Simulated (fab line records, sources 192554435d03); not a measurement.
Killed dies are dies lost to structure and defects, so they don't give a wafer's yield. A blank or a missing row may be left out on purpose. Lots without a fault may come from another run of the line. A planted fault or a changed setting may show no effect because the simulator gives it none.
Problem report in the 8D (eight disciplines) form, filled by code | flow n5_finfet | the parts of the form that need people (team, actions taken, sign-off) are left out

1. THE PROBLEM
IOFF_P_LONG at N5_BEOL_M4_RC_MEAS_101 reads a mean of 0.000183 nA/um on 3 wafers of 2 lots; wafers without a fault read 0.000107 nA/um with a standard deviation of 6e-06. That is +13 standard deviations from the usual mean.
First seen on wafer L956.2, day 9 11:49, on prober-01. The record holds 27 wafers of 10 lots with a number at this step. Rule for "out", or "out of limits": more than 4 standard deviations from the usual mean. The other wafers with a number count as sound.

2. WHAT IT IS AND WHAT IT IS NOT
question                    | is                                                                            | is not
which readings at this step | IOFF_P_LONG, IOFF_P, IOFF_P_85C, IOFF_P_LIN, ION_P, VT_N_LVT, VT_P, VT_P_LONG | ION_N, SS_N, VT_N
which lots                  | L956, L957                                                                    | L950, L951, L954, L961, L966, L968, L970, L972
which wafers of those lots  | all that have a number                                                        | -
read on which gauges        | prober-01, prober-02                                                          | -
when                        | from day 9 11:49                                                              | up to then (9 sound wafers); but 15 sound wafers of L961, L966, L968, L970, L972 came after

3. SUSPECTS, AND WHAT RULES EACH OUT
Counting: a tool at a process step up to the reading stays a suspect if it ran every lot that is out and no sound lot after the first of them.
- the gauge at N5_BEOL_M4_RC_MEAS_101: ruled out. The wafers that are out were read on 2 gauges (prober-01, prober-02).
- ald_hk-01 at N5_HKMG_FIN_ALD_74 (deposits La2O3, target thk 0.5 nm, pulse time 6 s, co reactant pulse time 1 s): ruled out as a lasting fault. Sound lots L970, L972 ran on it after its first lot that is out, L956 (day 5 12:59).
- pvd_sputter-02 at N5_BEOL_M4_ANNEAL_80 (time 240 s): ruled out as a lasting fault. Sound lots L961, L970 ran on it after its first lot that is out, L956 (day 9 09:05).
- pvd_sputter-02 at N5_BEOL_M4_ANNEAL_89 (time 240 s): ruled out as a lasting fault. Sound lots L961, L970 ran on it after its first lot that is out, L956 (day 9 09:44).
Left after counting: nothing in the record.

4. THE CAUSE (what the simulator had put in)
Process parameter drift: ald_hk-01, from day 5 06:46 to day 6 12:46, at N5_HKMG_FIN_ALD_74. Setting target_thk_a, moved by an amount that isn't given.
Counting ruled it out, wrongly: the rule takes a fault to strike every lot that its tool runs from its start on, and this one did not.

5. THE CHAIN OF EFFECTS, in route order
Each row: a reading whose mean over the struck wafers that have a number lies more than 3 standard deviations from the usual. Only readings for which the record gives a usual standard deviation are gone through. hours: the time from each lot's start at the first step in this table that gives one to its start at this step, as a median over the lots. sigmas: the change in usual standard deviations.
hours | step                   | reading     | usual          | on struck wafers | change    | sigmas
0     | N5_BEOL_M4_RC_MEAS_101 | IOFF_P      | 0.214 nA/um    | 0.356            | +0.142    | +5.9
0     | N5_BEOL_M4_RC_MEAS_101 | IOFF_P_85C  | 3.7 nA/um      | 5.7              | +2.0      | +5.9
0     | N5_BEOL_M4_RC_MEAS_101 | IOFF_P_LIN  | 0.101 nA/um    | 0.177            | +0.076    | +8.4
0     | N5_BEOL_M4_RC_MEAS_101 | IOFF_P_LONG | 0.000107 nA/um | 0.000183         | +0.000076 | +13
0     | N5_BEOL_M4_RC_MEAS_101 | ION_P       | 461 uA/um      | 490              | +29       | +4.9
0     | N5_BEOL_M4_RC_MEAS_101 | VT_N_LVT    | 98.3 mV        | 118.0            | +19.7     | +7.0
0     | N5_BEOL_M4_RC_MEAS_101 | VT_P        | -250.0 mV      | -233.4           | +16.6     | +7.2
0     | N5_BEOL_M4_RC_MEAS_101 | VT_P_LONG   | -274.8 mV      | -255.5           | +19.3     | +8.4

6. WHAT WOULD HAVE CAUGHT IT SOONER
In this record the first reading out of limits at a measuring or inspecting step was taken at day 9 11:49, 101 hours after the fault began at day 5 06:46.
Of the tool readings at N5_HKMG_FIN_ALD_74 for which the record gives a usual standard deviation, none was out on any struck wafer, so an alarm limit of 4 standard deviations on them would not have fired.
